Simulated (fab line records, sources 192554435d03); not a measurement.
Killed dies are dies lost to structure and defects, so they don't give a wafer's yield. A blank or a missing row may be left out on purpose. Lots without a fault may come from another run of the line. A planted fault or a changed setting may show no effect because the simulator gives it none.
Which tool did it? | flow n5_finfet | 8 lots, 21 wafers sampled, at 5 steps of a route of 1938

WHAT THE GAUGES READ, wafer by wafer
N5_BEOL_M0_OCD_MEAS_108.
lot  | measured     | on     | trench_depth_nm (nm)
L884 | day 7 03:31  | ocd-01 | 31.9 32.5 32.2
L897 | day 9 18:17  | ocd-02 | 0.1 0 0.2
L898 | day 9 23:20  | ocd-01 | 0 0 0
L901 | day 11 01:26 | ocd-01 | 33.3 32.0
L902 | day 11 10:29 | ocd-01 | 32.4 33.0
L903 | day 11 13:10 | ocd-02 | 32.2 32.1 32.4
L904 | day 11 18:14 | ocd-01 | 31.3 31.8 33.1
L905 | day 11 22:22 | ocd-01 | 33.1 33.6

WHICH TOOL RAN EACH LOT (tool, then ch and the chambers of the sampled wafers, then the start)
lot  | N5_BEOL_M0_CUTY_ETCH_62           | N5_BEOL_M0_ETCH_138               | N5_BEOL_M0_ETCH_128                | N5_BEOL_M0_TRENCH_ETCH_107
L884 | rie_diel-06 ch 0,1,3, day 6 04:12 | rie_diel-06 ch 0,1,3, day 6 04:22 | rie_diel-03 ch 2,3, day 7 03:22    | rie_diel-03 ch 2,3, day 7 03:25
L897 | rie_diel-06 ch 0,2, day 9 16:58   | rie_diel-06 ch 0,2, day 9 17:08   | rie_diel-02 ch 0,3, day 9 18:08    | rie_diel-02 ch 0,3, day 9 18:10
L898 | rie_diel-03 ch 1,2, day 9 20:23   | rie_diel-03 ch 1,2, day 9 20:34   | rie_diel-02 ch 0,1,2, day 9 23:11  | rie_diel-02 ch 0,1,2, day 9 23:14
L901 | rie_diel-03 ch 1,2, day 10 12:20  | rie_diel-03 ch 1,2, day 10 12:30  | rie_diel-03 ch 1,3, day 11 01:17   | rie_diel-03 ch 1,3, day 11 01:20
L902 | rie_diel-06 ch 0,2, day 11 06:19  | rie_diel-06 ch 0,2, day 11 06:29  | rie_diel-06 ch 0,2, day 11 10:20   | rie_diel-06 ch 0,2, day 11 10:23
L903 | rie_diel-03 ch 0,3, day 11 11:22  | rie_diel-03 ch 0,3, day 11 11:32  | rie_diel-06 ch 1,2,3, day 11 13:01 | rie_diel-06 ch 1,2,3, day 11 13:04
L904 | rie_diel-03 ch 1,3, day 11 14:05  | rie_diel-03 ch 1,3, day 11 14:15  | rie_diel-02 ch 0,1,3, day 11 18:05 | rie_diel-02 ch 0,1,3, day 11 18:08
L905 | rie_diel-03 ch 1,2, day 11 20:38  | rie_diel-03 ch 1,2, day 11 20:48  | rie_diel-03 ch 0,1, day 11 22:13   | rie_diel-03 ch 0,1, day 11 22:16
- N5_BEOL_M0_CUTY_ETCH_62: etches SiARC in CF4, time 58.5 s.
- N5_BEOL_M0_ETCH_138: etches SiCN in CH3F/O2, target depth 12 nm, time 31.6 s.
- N5_BEOL_M0_ETCH_128: etches SiCN in CF4/N2, target depth 12 nm, overetch 5.1 nm, time 21.4 s.
- N5_BEOL_M0_TRENCH_ETCH_107: etches SiOC in C4F6/O2, target depth 32.8 nm, time 16.4 s.

THE ANSWER, worked out from the rows above alone
Rule: what is usual is taken from the lots themselves. Put in order of their means at a reading, lots are off if they are a third of the lots or fewer, leave a main group of 4 or more, and stand apart from it by a gap of 3 or more times the standard deviation of the main group's means; of several such gaps the widest counts. A main group whose means are all the same, to the digits that the tables above print for the reading, isn't used. A lot without any number at a reading at which 4 lots or more have one is off too. The other lots that the step has rows for count as sound.
Off: L897, L898, at N5_BEOL_M0_OCD_MEAS_108 (trench_depth_nm). The main group: mean 32.5 nm, standard deviation 0.43.
A tool fits if, at a process step before that reading, it ran every lot that is off, and no sound lot after the first of them. The gauges at N5_BEOL_M0_OCD_MEAS_108 are tried like those tools. None of those tried fits.

WHAT THE SIMULATOR HAD PUT IN
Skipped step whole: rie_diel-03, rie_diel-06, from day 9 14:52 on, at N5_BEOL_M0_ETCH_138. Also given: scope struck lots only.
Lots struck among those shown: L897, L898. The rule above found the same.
